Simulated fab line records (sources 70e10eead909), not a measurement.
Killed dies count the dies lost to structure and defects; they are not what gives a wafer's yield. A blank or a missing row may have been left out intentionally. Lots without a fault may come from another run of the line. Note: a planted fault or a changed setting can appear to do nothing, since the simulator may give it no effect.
fab line records	flow nand_harc
[record] lots = 12	wafers = 36	last_day = 32
route steps=1302 shown A_BLC@1126 A_M0@1144 END@1302
lots with no fault: from the same line, run without faults
start_h: hours from the record's first day to the start of the lot's first wafer shown	wait_h: hours since the lot's step before	" unchanged from the row above	L1.1+2: one row covering several wafers at once	- value missing, or start not given	* or withheld: withheld	< > ~ a bound
route shown NAME@n: names a module that has steps shown in the file, with the first one's number in the route	usual: the fault-free wafers' mean and standard deviation	same: alike in all rows	chamber/n: place in a boat	sites: readings site by site	_std_site: the standard deviation of these	_edge_site: outer sites' mean less inner sites'	radius_mm: how far each site lies from the wafer's centre	mask NAME#n: copy n	behind: the tool/chamber that last shaped the wafer	hold: the reason the lot was held/the length of the hold in hours/how it ended	device: transistor that didn't switch, given as n, p or np	end of line: the route-end tests of the same wafers	for a step that has no rows: nothing shown but its recipe	killed: dies lost to structure and defects at the first sort, not the wafer's yield	map: dies across one wafer; x = killed, . = not, _ = none there
set.NAME: the run value of the setting; set.NAME@STEP: its run value at that earlier step	model.NAME: the simulator's own value behind a step, which no gauge read
a sample of lots followed through the steps of the route, with each step as a table and each wafer as a row
services: when a tool's chamber went out of use (start_h, in hours from the record's first day, below 0 if earlier), for how many hours, and the reason
[[steps]]
[step NHARC_A_BLC_STRIP_21]
[recipe] o2_flow_sccm = 500	ar_flow_sccm = 0	bias_w = 0	chemistry = O2
[usual] drypump_motor_current_A = 5.8/0.54	oes_product_au = 1.001/0.0076	rf_vpp_V = 57.7/0.94	showerhead_plenum_p_Torr = 3.50/0.17	throttle_valve_pct = 17.038/0.0094
lot.wafer	tool	chamber	start_h	wait_h	drypump_motor_current_A	oes_product_au	rf_hours_counter_h	rf_vpp_V	showerhead_plenum_p_Torr	throttle_valve_pct
L529.1	rie_diel-11	2	527.31	0.1	6.6	1.001	6	58.7	3.71	17.054
L529.6	"	3	"	"	5.4	0.998	-	56.8	3.30	17.035
L529.5	"	0	"	"	4.9	0.999	-	59.0	3.42	17.045
L528.2	rie_diel-10	3	532.15	0.1	6.4	0.999	6	56.0	3.62	17.053
L528.4	"	0	"	"	5.6	0.999	6	58.4	3.77	17.053
L528.6	"	2	"	"	6.1	0.989	-	57.7	3.44	17.028
L530.2	rie_diel-10	3	538.99	0.1	6.3	0.983	6	59.9	3.62	17.037
L530.1	"	0	"	"	5.6	1.012	7	57.3	3.77	17.026
L530.3	"	1	"	"	6.1	1.004	6	58.4	3.35	17.035
L531.4	rie_diel-11	1	541.26	0.1	5.6	0.994	9	57.2	3.30	17.027
L531.3	"	2	"	"	6.6	0.996	7	57.5	3.71	17.019
L531.2	"	0	"	"	5.0	1.007	10	58.4	3.42	17.058
L535.1	rie_diel-11	0	602.62	0.1	4.9	0.999	13	57.6	3.42	17.033
L535.6	"	2	"	"	6.6	1.009	-	58.1	3.71	17.047
L535.5	"	3	"	"	5.3	1.006	-	57.1	3.30	17.042
L538.1	rie_diel-10	0	618.81	0.1	5.6	1.010	1	57.5	3.77	17.052
L538.2	"	2	"	"	6.1	0.990	1	56.6	3.44	17.036
L538.6	"	3	"	"	6.4	0.998	-	58.3	3.61	17.039
L539.1	rie_diel-10	2	621.78	0.1	6.1	1.001	1	57.4	3.44	17.010
L539.4	"	3	"	"	6.4	0.996	1	58.1	3.61	17.046
L539.6	"	1	"	"	6.1	0.995	-	56.8	3.35	17.037
L537.3	rie_diel-10	1	623.99	0.1	6.1	1.004	1	58.1	3.35	17.037
L537.4	"	3	"	"	6.4	0.985	2	59.0	3.61	17.033
L537.2	"	0	"	"	5.6	0.996	1	58.8	3.77	17.031
L542.4	rie_diel-11	3	667.43	0.1	5.3	1.006	6	56.6	3.30	17.033
L542.6	"	1	"	"	5.6	1.007	-	57.6	3.29	17.043
L542.5	"	2	"	"	6.6	1.003	-	59.5	3.70	17.050
L545.4	rie_diel-11	2	703.57	0.1	6.6	1.015	8	58.7	3.70	17.040
L545.1	"	3	"	"	5.3	0.997	9	57.3	3.30	17.046
L545.5	"	1	"	"	5.6	0.996	-	56.6	3.29	17.032
L546.2	rie_diel-10	2	704.17	0.1	6.1	1.002	5	56.4	3.44	17.048
L546.3	"	3	"	"	6.3	1.007	6	57.6	3.61	17.041
L546.4	"	3	"	"	6.4	1.003	-	58.2	3.61	17.038
L548.1	rie_diel-10	3	710.66	0.1	6.3	0.995	6	57.0	3.61	17.047
L548.5	"	3	"	"	6.4	1.004	-	56.9	3.61	17.033
L548.6	"	2	"	"	6.1	0.997	-	55.6	3.44	17.037
[step NHARC_A_BLC_INSPECT_28]
[usual] raw_defect_count = 531/140
lot.wafer	tool	chamber	start_h	wait_h	raw_defect_count
L529.1	defect_inspect-01	-	529.11	0.1	342
L529.5	"	-	"	"	364
L529.6	"	-	"	"	293
L528.2	defect_inspect-02	-	533.95	0.1	614
L528.4	"	-	"	"	486
L528.6	"	-	"	"	510
L530.1	defect_inspect-02	-	540.78	0.1	433
L530.2	"	-	"	"	496
L530.3	"	-	"	"	453
L531.2	defect_inspect-01	-	543.05	0.1	494
L531.3	"	-	"	"	317
L531.4	"	-	"	"	351
L535.1	defect_inspect-02	-	604.44	0.1	432
L535.5	"	-	"	"	539
L535.6	"	-	"	"	469
L538.1	defect_inspect-02	-	620.59	0.1	566
L538.2	"	-	"	"	593
L538.6	"	-	"	"	722
L539.1	defect_inspect-01	-	623.57	0.1	408
L539.4	"	-	"	"	462
L539.6	"	-	"	"	420
L537.2	defect_inspect-02	-	625.80	0.1	543
L537.3	"	-	"	"	572
L537.4	"	-	"	"	839
L542.4	defect_inspect-01	-	669.21	0.1	558
L542.5	"	-	"	"	436
L542.6	"	-	"	"	601
L545.1	defect_inspect-01	-	705.35	0.1	554
L545.4	"	-	"	"	569
L545.5	"	-	"	"	351
L546.2	defect_inspect-02	-	706.45	0.1	554
L546.3	"	-	"	"	690
L546.4	"	-	"	"	610
L548.1	defect_inspect-02	-	712.95	0.1	567
L548.5	"	-	"	"	559
L548.6	"	-	"	"	643
[step NHARC_A_M0_EXPOSE_06]
[recipe] na = 1.35	target_cd_nm = 80	dose_mj = 83.25	mask_id = A_M0
[usual] exposure_dose_mJ_cm2 = 83.25/0.094
lot.wafer	tool	chamber	start_h	wait_h	mask	exposure_dose_mJ_cm2
L529.1	arfi_scanner-03	0	529.75	-	A_M0#0	83.31
L529.5	"	0	"	"	A_M0#0	83.20
L529.6	"	0	"	"	A_M0#0	83.26
L528.2	arfi_scanner-03	0	534.59	-	A_M0#0	83.38
L528.4	"	0	"	"	A_M0#0	83.36
L528.6	"	0	"	"	A_M0#0	83.26
L530.1	arfi_scanner-02	0	541.55	-	A_M0#0	83.17
L530.2	"	0	"	"	A_M0#0	83.23
L530.3	"	0	"	"	A_M0#0	83.16
L531.2	arfi_scanner-02	0	543.69	-	A_M0#0	83.23
L531.3	"	0	"	"	A_M0#0	83.14
L531.4	"	0	"	"	A_M0#0	83.24
L535.1	arfi_scanner-03	0	605.07	-	A_M0#0	82.30
L535.5	"	0	"	"	A_M0#0	82.25
L535.6	"	0	"	"	A_M0#0	82.32
L538.1	arfi_scanner-01	0	621.35	-	A_M0#0	83.26
L538.2	"	0	"	"	A_M0#0	83.29
L538.6	"	0	"	"	A_M0#0	83.22
L539.1	arfi_scanner-02	0	624.33	-	A_M0#0	83.22
L539.4	"	0	"	"	A_M0#0	83.27
L539.6	"	0	"	"	A_M0#0	83.22
L537.2	arfi_scanner-03	0	626.57	-	A_M0#0	82.47
L537.3	"	0	"	"	A_M0#0	82.58
L537.4	"	0	"	"	A_M0#0	82.46
L542.4	arfi_scanner-01	0	669.98	-	A_M0#0	83.18
L542.5	"	0	"	"	A_M0#0	83.09
L542.6	"	0	"	"	A_M0#0	83.18
L545.1	arfi_scanner-01	0	706.11	-	A_M0#0	83.28
L545.4	"	0	"	"	A_M0#0	83.29
L545.5	"	0	"	"	A_M0#0	83.28
L546.2	arfi_scanner-02	0	707.21	-	A_M0#0	83.18
L546.3	"	0	"	"	A_M0#0	83.21
L546.4	"	0	"	"	A_M0#0	83.06
L548.1	arfi_scanner-01	0	713.72	-	A_M0#0	83.35
L548.5	"	0	"	"	A_M0#0	83.28
L548.6	"	0	"	"	A_M0#0	83.39
[step NHARC_A_M0_INSPECT_11]
[usual] raw_defect_count = 94/35
lot.wafer	tool	chamber	start_h	wait_h	raw_defect_count
L529.1	defect_inspect-01	-	530.02	0.0	23
L529.5	"	-	"	"	29
L529.6	"	-	"	"	16
L528.2	defect_inspect-01	-	534.85	0.0	52
L528.4	"	-	"	"	38
L528.6	"	-	"	"	57
L530.1	defect_inspect-02	-	541.82	0.0	149
L530.2	"	-	"	"	170
L530.3	"	-	"	"	126
L531.2	defect_inspect-01	-	543.96	0.0	65
L531.3	"	-	"	"	50
L531.4	"	-	"	"	57
L535.1	defect_inspect-02	-	605.34	0.0	154
L535.5	"	-	"	"	171
L535.6	"	-	"	"	181
L538.1	defect_inspect-02	-	621.61	0.0	131
L538.2	"	-	"	"	134
L538.6	"	-	"	"	114
L539.1	defect_inspect-01	-	624.60	0.0	122
L539.4	"	-	"	"	121
L539.6	"	-	"	"	123
L537.2	defect_inspect-01	-	626.83	0.0	88
L537.3	"	-	"	"	105
L537.4	"	-	"	"	92
L542.4	defect_inspect-01	-	670.24	0.0	83
L542.5	"	-	"	"	101
L542.6	"	-	"	"	106
L545.1	defect_inspect-01	-	706.37	0.0	80
L545.4	"	-	"	"	84
L545.5	"	-	"	"	75
L546.2	defect_inspect-01	-	707.47	0.0	137
L546.3	"	-	"	"	150
L546.4	"	-	"	"	145
L548.1	defect_inspect-01	-	713.98	0.0	87
L548.5	"	-	"	"	89
L548.6	"	-	"	"	92
[step NHARC_END_SORT_01]
[recipe] temp_c = 25
[usual] defect_limited_yield = 91.1/2.8	killed_at_array = 56/19	killed_at_other = 1.0/1.5	killed_at_periphery = 3.4/2.4	killed_dies = 60/19	killed_open = 3.3/1.8	killed_short = 2.4/1.7	sort_bin_2_pct = 3.2/1.3	sort_bin_3_pct = 0.7/0.39	sort_bin_4_pct = 4.9/1.6	sort_n_pass = 617/19	sort_rim_yield_pct = 89/4.2	sort_yield_pct = 91.1/2.8
[same] gross_dies = 677	sort_bin_5_pct[%] = 0	sort_bin_6_pct[%] = 0	sort_bin_7_pct[%] = 0	sort_bin_8_pct[%] = 0	sort_rim_n_gross = 106.00
lot.wafer	tool	chamber	start_h	wait_h	defect_limited_yield[%]	killed_at_array	killed_at_other	killed_at_periphery	killed_dies	killed_open	killed_short	sort_bin_2_pct[%]	sort_bin_3_pct[%]	sort_bin_4_pct[%]	sort_n_pass	sort_rim_yield_pct[%]	sort_yield_pct[%]
L529.1	prober-01	0	569.75	2.5	95.3	28	2	2	32	5	2	2.1	0.1	2.5	645	92	95.3
L529.5	prober-01	0	572.94	3.7	94.8	26	4	5	35	5	6	1.9	0.1	3.1	642	92	94.8
L529.6	prober-01	0	573.74	4.0	97.0	16	2	2	20	3	0	0.7	0.1	2.1	657	94	97.0
L528.2	prober-02	0	570.59	2.8	94.8	34	0	1	35	4	1	0.7	0.3	4.1	642	89	94.8
L528.4	prober-02	0	572.22	3.5	95.7	29	0	0	29	2	2	1.9	0.3	2.1	648	92	95.7
L528.6	prober-02	0	573.86	4.1	93.8	38	1	3	42	4	2	1.5	0.3	4.4	635	90	93.8
L530.1	prober-02	0	581.69	2.5	86.7	89	0	1	90	1	0	4.3	0.6	8.4	587	87	86.7
L530.2	prober-02	0	582.48	2.8	83.6	107	0	4	111	3	1	6.9	0.9	8.6	566	84	83.6
L530.3	prober-02	0	583.27	3.1	87.6	79	2	3	84	2	1	5.0	0.6	6.8	593	86	87.6
L531.2	prober-01	0	582.43	2.8	94.5	33	1	3	37	1	4	1.5	0.7	3.2	640	89	94.5
L531.3	prober-01	0	583.22	3.1	93.9	35	2	4	41	4	0	2.8	0	3.2	636	84	93.9
L531.4	prober-01	0	584.00	3.4	92.8	42	2	5	49	6	2	2.1	0	5.2	628	84	92.8
L535.1	prober-02	0	644.98	2.5	86.0	88	0	7	95	2	2	5.3	1.3	7.4	582	90	86.0
L535.5	prober-02	0	648.16	3.7	85.7	94	0	3	97	1	3	5.2	1.3	7.8	580	83	85.7
L535.6	prober-02	0	648.96	4.0	85.7	89	0	8	97	4	5	6.5	1.2	6.6	580	92	85.7
L538.1	prober-02	0	659.65	2.5	87.7	78	0	5	83	6	5	4.0	1.2	7.1	594	87	87.7
L538.2	prober-02	0	660.46	2.8	87.7	83	0	0	83	4	2	4.7	1.0	6.5	594	88	87.7
L538.6	prober-02	0	663.69	4.0	88.2	79	0	1	80	6	1	3.4	1.0	7.4	597	89	88.2
L539.1	prober-02	0	667.49	2.5	89.2	71	0	2	73	4	1	3.7	1.0	6.1	604	90	89.2
L539.4	prober-02	0	669.89	3.4	89.7	70	0	0	70	1	2	3.1	1.0	6.2	607	92	89.7
L539.6	prober-02	0	671.48	4.0	88.2	80	0	0	80	5	2	4.0	0.7	7.1	597	85	88.2
L537.2	prober-01	0	669.08	2.8	94.1	36	1	3	40	3	3	2.2	0.6	3.1	637	88	94.1
L537.3	prober-01	0	669.89	3.1	90.4	58	3	4	65	4	4	3.5	0.3	5.8	612	89	90.4
L537.4	prober-01	0	670.70	3.4	93.2	38	0	8	46	6	1	3.1	0.9	2.8	631	87	93.2
L542.4	prober-02	0	711.28	3.4	92.2	51	0	2	53	2	1	2.4	1.0	4.4	624	87	92.2
L542.5	prober-02	0	712.08	3.7	92.0	52	0	2	54	1	0	3.2	1.0	3.7	623	87	92.0
L542.6	prober-02	0	712.89	4.0	92.5	46	0	5	51	1	1	3.1	0.4	4.0	626	88	92.5
L545.1	prober-02	0	747.18	2.5	93.2	45	0	1	46	1	2	1.9	0.9	4.0	631	85	93.2
L545.4	prober-02	0	749.54	3.4	92.0	51	2	1	54	1	1	3.2	0.7	4.0	623	92	92.0
L545.5	prober-02	0	750.33	3.7	93.8	38	0	4	42	3	4	1.8	0.7	3.7	635	91	93.8
L546.2	prober-01	0	747.92	2.8	89.8	66	3	0	69	0	1	4.1	0.9	5.2	608	89	89.8
L546.3	prober-01	0	748.72	3.1	88.6	68	3	6	77	3	3	4.4	0.9	6.1	600	90	88.6
L546.4	prober-01	0	749.52	3.4	89.2	69	2	2	73	1	4	4.7	1.0	5.0	604	85	89.2
L548.1	prober-02	0	768.95	2.5	93.6	38	0	5	43	5	2	2.7	0.3	3.4	634	87	93.6
L548.5	prober-02	0	772.14	3.7	91.7	52	0	4	56	4	2	3.4	0.4	4.4	621	85	91.7
L548.6	prober-02	0	772.94	4.0	92.6	49	0	1	50	5	3	2.8	0.6	4.0	627	86	92.6
// killed by level:class
L529.1 A_CHANNEL_HOLE_D2:chamber_film_flake=9 A_CONTACT:chamber_film_flake=6 A_DECK1_JOINT:chamber_film_flake=2 THIN_TSV:chamber_film_flake=2 A_SOURCE_PLATE:geometric_particle:short=1 A_CHANNEL_FILL_D2:geometric_particle:open=1 A_STAIRCASE:geometric_particle:open=1 A_SGD_CUT:geometric_particle:open=1
L528.2 A_SLIT:chamber_film_flake=19 A_CHANNEL_HOLE_D2:chamber_film_flake=5 A_SOURCE_PLATE:geometric_particle:open=2 A_CHANNEL_HOLE_D1:chamber_film_flake=2 A_ONON_D2:geometric_particle:short=1 A_CHANNEL_HOLE_D2:geometric_particle:open=1 A_WL_FILL:geometric_particle:open=1 P_ZERO_WELL:chamber_film_flake=1
L528.4 A_SLIT:chamber_film_flake=14 A_CHANNEL_HOLE_D2:chamber_film_flake=6 A_CONTACT:chamber_film_flake=3 A_CHANNEL_HOLE_D2:geometric_particle:open=1 A_WL_FILL:geometric_particle:short=1 A_WL_FILL:geometric_particle:open=1 A_CONTACT:geometric_particle:short=1 A_ZERO_WELL:chamber_film_flake=1
L529.5 A_CHANNEL_HOLE_D2:chamber_film_flake=4 A_ZERO_WELL:chamber_film_flake=3 A_CHANNEL_HOLE_D1:chamber_film_flake=3 A_WL_FILL:chamber_film_flake=3 A_M0:geometric_particle:open=2 A_CONTACT:chamber_film_flake=2 THIN_TSV:chamber_film_flake=2 P_STI:geometric_particle:short=1
L529.6 A_CHANNEL_HOLE_D2:chamber_film_flake=3 A_STAIRCASE:chamber_film_flake=3 A_CONTACT:chamber_film_flake=3 A_ONON_D1:geometric_particle:open=2 A_CHANNEL_FILL_D1:chamber_film_flake=2 THIN_TSV:chamber_film_flake=2 A_WL_FILL:geometric_particle:open=1 P_STI:chamber_film_flake=1
L528.6 A_SLIT:chamber_film_flake=20 A_CHANNEL_HOLE_D2:chamber_film_flake=5 A_CHANNEL_FILL_D1:chamber_film_flake=3 A_CHANNEL_HOLE_D1:chamber_film_flake=2 P_CONTACT:geometric_particle:open=1 P_M0:geometric_particle:open=1 A_ONON_D1:geometric_particle:short=1 A_ONON_D1:geometric_particle:open=1
L530.1 A_CHANNEL_HOLE_D2:chamber_film_flake=34 A_CHANNEL_HOLE_D1:chamber_film_flake=31 A_SLIT:chamber_film_flake=19 A_CONTACT:chamber_film_flake=2 A_ONON_D1:geometric_particle:open=1 P_GATE:chamber_film_flake=1 A_ZERO_WELL:chamber_film_flake=1 A_STAIRCASE:chamber_film_flake=1
L531.2 A_SLIT:chamber_film_flake=17 A_CHANNEL_HOLE_D2:chamber_film_flake=7 A_CHANNEL_FILL_D1:chamber_film_flake=3 P_M0:geometric_particle:short=2 A_STAIRCASE:chamber_film_flake=2 P_M0:geometric_particle:open=1 A_CHANNEL_FILL_D2:geometric_particle:short=1 A_WL_FILL:geometric_particle:short=1
L530.2 A_CHANNEL_HOLE_D2:chamber_film_flake=44 A_CHANNEL_HOLE_D1:chamber_film_flake=33 A_SLIT:chamber_film_flake=15 A_STAIRCASE:chamber_film_flake=5 A_CONTACT:chamber_film_flake=4 A_WL_FILL:chamber_film_flake=3 P_GATE:geometric_particle:open=1 A_ONON_D1:geometric_particle:open=1
L531.3 A_SLIT:chamber_film_flake=21 A_CHANNEL_HOLE_D2:chamber_film_flake=8 A_STAIRCASE:chamber_film_flake=4 P_CONTACT:geometric_particle:open=2 A_CHANNEL_HOLE_D1:chamber_film_flake=2 P_M0:geometric_particle:open=1 STARTING-WAFER:geometric_particle:open=1 P_ZERO_WELL:chamber_film_flake=1
L530.3 A_CHANNEL_HOLE_D2:chamber_film_flake=32 A_CHANNEL_HOLE_D1:chamber_film_flake=27 A_SLIT:chamber_film_flake=16 P_GATE:chamber_film_flake=2 A_CONTACT:chamber_film_flake=2 A_M0:geometric_particle:open=1 P_ZERO_WELL:chamber_film_flake=1 STARTING-WAFER:geometric_particle:open=1
L531.4 A_SLIT:chamber_film_flake=20 A_CHANNEL_HOLE_D2:chamber_film_flake=7 P_GATE:chamber_film_flake=3 A_ZERO_WELL:chamber_film_flake=2 A_CHANNEL_HOLE_D1:chamber_film_flake=2 A_CHANNEL_FILL_D1:chamber_film_flake=2 A_CONTACT:chamber_film_flake=2 THIN_TSV:chamber_film_flake=2
L535.1 A_CHANNEL_HOLE_D2:chamber_film_flake=33 A_CHANNEL_HOLE_D1:chamber_film_flake=28 A_SLIT:chamber_film_flake=19 P_ZERO_WELL:chamber_film_flake=3 A_ONON_D1:geometric_particle:short=2 P_GATE:chamber_film_flake=2 A_STAIRCASE:chamber_film_flake=2 P_CONTACT:geometric_particle:open=1
L535.5 A_CHANNEL_HOLE_D1:chamber_film_flake=33 A_CHANNEL_HOLE_D2:chamber_film_flake=31 A_SLIT:chamber_film_flake=24 A_WL_FILL:geometric_particle:short=2 P_GATE:chamber_film_flake=2 A_ONON_D1:geometric_particle:short=1 A_WL_FILL:geometric_particle:open=1 P_ZERO_WELL:chamber_film_flake=1
L535.6 A_CHANNEL_HOLE_D2:chamber_film_flake=31 A_CHANNEL_HOLE_D1:chamber_film_flake=24 A_SLIT:chamber_film_flake=24 P_GATE:chamber_film_flake=4 P_CONTACT:geometric_particle:short=2 A_STAIRCASE:chamber_film_flake=2 P_M0:geometric_particle:open=1 A_ONON_D1:geometric_particle:short=1
L538.1 A_CHANNEL_HOLE_D1:chamber_film_flake=33 A_SLIT:chamber_film_flake=28 A_STAIRCASE:chamber_film_flake=5 A_CONTACT:chamber_film_flake=3 A_WL_FILL:geometric_particle:short=2 A_M0:geometric_particle:open=2 P_GATE:geometric_particle:open=1 P_GATE:geometric_particle:short=1
L538.2 A_CHANNEL_HOLE_D1:chamber_film_flake=31 A_SLIT:chamber_film_flake=22 A_CONTACT:chamber_film_flake=7 A_STAIRCASE:chamber_film_flake=5 A_DECK1_JOINT:chamber_film_flake=4 A_CHANNEL_HOLE_D2:chamber_film_flake=4 A_CHANNEL_FILL_D2:chamber_film_flake=2 A_DECK1_JOINT:geometric_particle:open=1
L538.6 A_CHANNEL_HOLE_D1:chamber_film_flake=38 A_SLIT:chamber_film_flake=19 A_STAIRCASE:chamber_film_flake=6 A_CONTACT:chamber_film_flake=4 A_CHANNEL_HOLE_D2:chamber_film_flake=3 A_CHANNEL_FILL_D2:chamber_film_flake=2 A_CHANNEL_HOLE_D1:geometric_particle:open=1 A_CHANNEL_FILL_D1:geometric_particle:open=1
L539.1 A_CHANNEL_HOLE_D1:chamber_film_flake=30 A_SLIT:chamber_film_flake=22 A_DECK1_JOINT:chamber_film_flake=5 A_BLC:chamber_film_flake=4 A_CHANNEL_HOLE_D2:chamber_film_flake=2 A_STAIRCASE:chamber_film_flake=2 P_GATE:geometric_particle:open=1 P_M2:geometric_particle:open=1
L537.2 A_SLIT:chamber_film_flake=19 A_CONTACT:chamber_film_flake=4 A_STAIRCASE:chamber_film_flake=3 P_GATE:chamber_film_flake=2 A_CHANNEL_HOLE_D2:chamber_film_flake=2 A_CHANNEL_HOLE_D1:chamber_film_flake=2 P_M0:geometric_particle:short=1 A_ONON_D1:geometric_particle:short=1
L539.4 A_CHANNEL_HOLE_D1:chamber_film_flake=35 A_SLIT:chamber_film_flake=25 A_CHANNEL_HOLE_D1:geometric_particle:short=2 A_CONTACT:chamber_film_flake=2 A_BLC:chamber_film_flake=2 A_ONON_D1:geometric_particle:open=1 A_CHANNEL_FILL_D1:chamber_film_flake=1 A_CHANNEL_FILL_D2:chamber_film_flake=1
L537.3 A_SLIT:chamber_film_flake=23 A_CHANNEL_HOLE_D2:chamber_film_flake=13 A_STAIRCASE:chamber_film_flake=7 P_GATE:chamber_film_flake=3 A_CHANNEL_HOLE_D1:chamber_film_flake=3 A_CONTACT:chamber_film_flake=3 THIN_TSV:chamber_film_flake=3 A_WL_FILL:geometric_particle:short=2
L537.4 A_SLIT:chamber_film_flake=21 A_CHANNEL_HOLE_D2:chamber_film_flake=5 A_CHANNEL_HOLE_D1:chamber_film_flake=4 P_GATE:geometric_particle:open=2 P_M0:geometric_particle:open=2 P_STI:chamber_film_flake=2 A_STAIRCASE:chamber_film_flake=2 A_ONON_D1:geometric_particle:open=1
L539.6 A_CHANNEL_HOLE_D1:chamber_film_flake=35 A_SLIT:chamber_film_flake=23 A_STAIRCASE:chamber_film_flake=4 A_BLC:chamber_film_flake=4 A_CHANNEL_FILL_D2:geometric_particle:open=3 A_CONTACT:chamber_film_flake=3 A_ONON_D2:geometric_particle:open=2 A_CHANNEL_FILL_D2:chamber_film_flake=2
L542.4 A_SLIT:chamber_film_flake=21 A_CHANNEL_HOLE_D2:chamber_film_flake=16 A_CHANNEL_HOLE_D1:chamber_film_flake=5 A_CONTACT:chamber_film_flake=4 P_GATE:chamber_film_flake=2 A_ONON_D1:geometric_particle:short=1 A_ONON_D1:geometric_particle:open=1 A_CHANNEL_FILL_D2:geometric_particle:open=1
L542.5 A_SLIT:chamber_film_flake=25 A_CHANNEL_HOLE_D2:chamber_film_flake=14 A_CHANNEL_HOLE_D1:chamber_film_flake=6 A_CONTACT:chamber_film_flake=4 P_GATE:chamber_film_flake=2 A_CHANNEL_HOLE_D2:geometric_particle:open=1 A_CHANNEL_FILL_D2:chamber_film_flake=1 A_STAIRCASE:chamber_film_flake=1
L542.6 A_SLIT:chamber_film_flake=25 A_CHANNEL_HOLE_D1:chamber_film_flake=11 A_CHANNEL_HOLE_D2:chamber_film_flake=8 P_GATE:chamber_film_flake=2 P_M1:chamber_film_flake=2 A_ONON_D1:geometric_particle:open=1 A_CHANNEL_FILL_D1:geometric_particle:short=1 P_STI:chamber_film_flake=1
L545.1 A_SLIT:chamber_film_flake=24 A_CHANNEL_HOLE_D1:chamber_film_flake=6 A_CONTACT:chamber_film_flake=6 A_M0:chamber_film_flake=3 A_CHANNEL_FILL_D1:chamber_film_flake=2 A_ONON_D2:geometric_particle:short=1 A_SGD_CUT:geometric_particle:open=1 A_CONTACT:geometric_particle:short=1
L546.2 A_CHANNEL_HOLE_D1:chamber_film_flake=31 A_SLIT:chamber_film_flake=15 A_CHANNEL_HOLE_D2:chamber_film_flake=9 A_STAIRCASE:chamber_film_flake=4 A_CONTACT:chamber_film_flake=4 THIN_TSV:chamber_film_flake=3 A_M0:chamber_film_flake=2 A_CHANNEL_FILL_D2:geometric_particle:short=1
L546.3 A_CHANNEL_HOLE_D1:chamber_film_flake=29 A_SLIT:chamber_film_flake=17 A_CHANNEL_HOLE_D2:chamber_film_flake=8 A_CONTACT:chamber_film_flake=4 P_GATE:chamber_film_flake=3 THIN_TSV:chamber_film_flake=3 A_CHANNEL_FILL_D1:geometric_particle:open=2 P_STI:chamber_film_flake=2
L546.4 A_CHANNEL_HOLE_D1:chamber_film_flake=30 A_SLIT:chamber_film_flake=12 A_CHANNEL_HOLE_D2:chamber_film_flake=11 A_CONTACT:chamber_film_flake=8 A_STAIRCASE:chamber_film_flake=3 THIN_TSV:chamber_film_flake=2 P_M0:geometric_particle:open=1 A_CHANNEL_FILL_D1:geometric_particle:short=1
L545.4 A_SLIT:chamber_film_flake=27 A_CHANNEL_HOLE_D1:chamber_film_flake=13 A_M0:chamber_film_flake=3 A_CHANNEL_FILL_D1:chamber_film_flake=2 A_CONTACT:chamber_film_flake=2 THIN_TSV:chamber_film_flake=2 A_ONON_D2:geometric_particle:open=1 A_CHANNEL_FILL_D2:geometric_particle:short=1
L545.5 A_SLIT:chamber_film_flake=22 A_CHANNEL_HOLE_D1:chamber_film_flake=9 P_M0:geometric_particle:open=2 A_STAIRCASE:chamber_film_flake=2 P_STI:geometric_particle:short=1 P_GATE:geometric_particle:open=1 A_CHANNEL_FILL_D1:geometric_particle:short=1 A_CHANNEL_HOLE_D2:geometric_particle:short=1
L548.1 A_SLIT:chamber_film_flake=20 A_STAIRCASE:chamber_film_flake=6 A_CHANNEL_HOLE_D1:chamber_film_flake=5 P_CONTACT:geometric_particle:open=3 A_CONTACT:chamber_film_flake=2 P_M2:geometric_particle:open=1 A_SOURCE_PLATE:geometric_particle:open=1 A_ONON_D1:geometric_particle:short=1
L548.5 A_SLIT:chamber_film_flake=23 A_CHANNEL_HOLE_D1:chamber_film_flake=18 P_M2:chamber_film_flake=3 A_WL_FILL:chamber_film_flake=3 A_CONTACT:chamber_film_flake=2 P_STI:geometric_particle:short=1 A_CHANNEL_FILL_D1:geometric_particle:open=1 A_DECK1_JOINT:geometric_particle:short=1
L548.6 A_SLIT:chamber_film_flake=21 A_CHANNEL_HOLE_D1:chamber_film_flake=11 A_STAIRCASE:chamber_film_flake=7 A_CONTACT:chamber_film_flake=2 P_M1:geometric_particle:open=1 A_SOURCE_PLATE:geometric_particle:open=1 A_ONON_D1:geometric_particle:open=1 A_CHANNEL_FILL_D1:geometric_particle:short=1
[[services]]
tool	chamber	start_h	hours	kind
arfi_scanner-02	-	522.23	3.4	repair
arfi_scanner-01	-	523.63	1.0	repair
rie_diel-10	0	526.50	-	clean
arfi_scanner-03	-	539.18	0.4	repair
arfi_scanner-03	-	540.00	4.0	pm
rie_diel-10	-	541.25	0.4	repair
arfi_scanner-03	-	552.25	1.1	repair
arfi_scanner-03	-	553.73	0.7	repair
arfi_scanner-03	-	568.17	8.5	repair
arfi_scanner-02	-	583.82	2.1	repair
rie_diel-11	2	585.21	2.0	repair
arfi_scanner-01	-	587.73	7.3	repair
rie_diel-11	1	594.15	10.2	repair
arfi_scanner-01	-	596.00	4.0	pm
rie_diel-10	-	596.50	9.0	pm
rie_diel-11	-	610.42	9.0	pm
arfi_scanner-01	-	611.10	1.1	repair
rie_diel-11	0	627.77	4.4	repair
arfi_scanner-01	-	647.22	8.1	repair
arfi_scanner-02	-	649.84	0.3	repair
arfi_scanner-02	-	656.00	4.0	pm
arfi_scanner-01	-	686.36	0.8	repair
rie_diel-10	1	703.14	18.2	repair
arfi_scanner-03	-	712.00	4.0	pm
[[key]]
[first_sign] step = NHARC_A_M0_EXPOSE_06	reading = exposure_dose_mJ_cm2	direction = down	sigmas = 9.1	usual = 83.25	struck = 82.40
effect none on later readings
met_at NHARC_A_M0_EXPOSE_06
struck_lots L535,L537
[loop_trim] step = NHARC_A_M0_EXPOSE_06	setting = dose	lots = L537
not_acting_at NHARC_A_BLC_STRIP_21,NHARC_A_BLC_INSPECT_28,NHARC_A_M0_INSPECT_11
onset_between 534.59 605.07
[fault] kind = process_parameter_drift	tool = arfi_scanner-03	chamber = -	onset_h = 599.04	steps = NHARC_A_M0_EXPOSE_06	channel = dose_mj	offset = -1.1448	shape = step	acts_in = these_recipes_only	stated = 83.25
// loop_trim: a control loop set the setting to another value than it would have without faults
